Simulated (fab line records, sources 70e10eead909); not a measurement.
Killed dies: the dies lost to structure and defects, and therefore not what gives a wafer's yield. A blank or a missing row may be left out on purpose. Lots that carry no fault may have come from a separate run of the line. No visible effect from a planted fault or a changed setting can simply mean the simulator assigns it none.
Matching of chambers | flow nandHarc | NHARC_P_BONDPAD_CMP_19 on cmp-02: 4 sister chambers
The step polishes, t overpolish 30 s, cu recess touch 16 s, target thk 160.81 nm. 4 wafers are shown with their chamber, then 8 later ones without.

== WAFERS WITH THEIR CHAMBER ==
wafer  | chamber | motorCurrentA (A)
L761.6 | 1       | 11.2
L762.1 | 2       | 13.1
L762.5 | 3       | 12.6
L772.3 | 0       | 11.7

== WAFERS WITHOUT THEIR CHAMBER ==
wafer  | motorCurrentA (A)
L772.4 | 10.4
L772.6 | 10.8
L775.1 | 12.8
L775.2 | 10.5
L775.3 | 13.2
L776.2 | 10.8
L776.4 | 12.1
L776.6 | 13.3

== THE CHAMBER EACH PASSED THROUGH ==
wafer  | from the rows above               | in truth
L772.4 | can't be placed: 1 or 0           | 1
L772.6 | can't be placed: 1 or 0           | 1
L775.1 | can't be placed: 3 or 2 or 0      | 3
L775.2 | can't be placed: 1 or 0           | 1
L775.3 | can't be placed: 2 or 3           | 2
L776.2 | can't be placed: 1 or 0           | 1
L776.4 | can't be placed: 0 or 3 or 1 or 2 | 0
L776.6 | can't be placed: 2 or 3           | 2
Placed correctly: 0 of 8. These rows do not allow placing 8 (true chamber among the candidates in 8). 0 placed wrongly.
How it was worked out, from the rows above alone: a wafer's distance from a chamber is the root of the sum, over the readings, of the square of ((its reading less the chamber's mean) divided by the reading's scatter). The wafer belongs to the nearest chamber; if the next one is less than 2 further off, it can't be placed. Each chamber's mean is taken over the wafers shown for it. The scatter: with one shown wafer a chamber, the root of the mean of the squares of how far each hidden wafer lies from its nearest shown one.
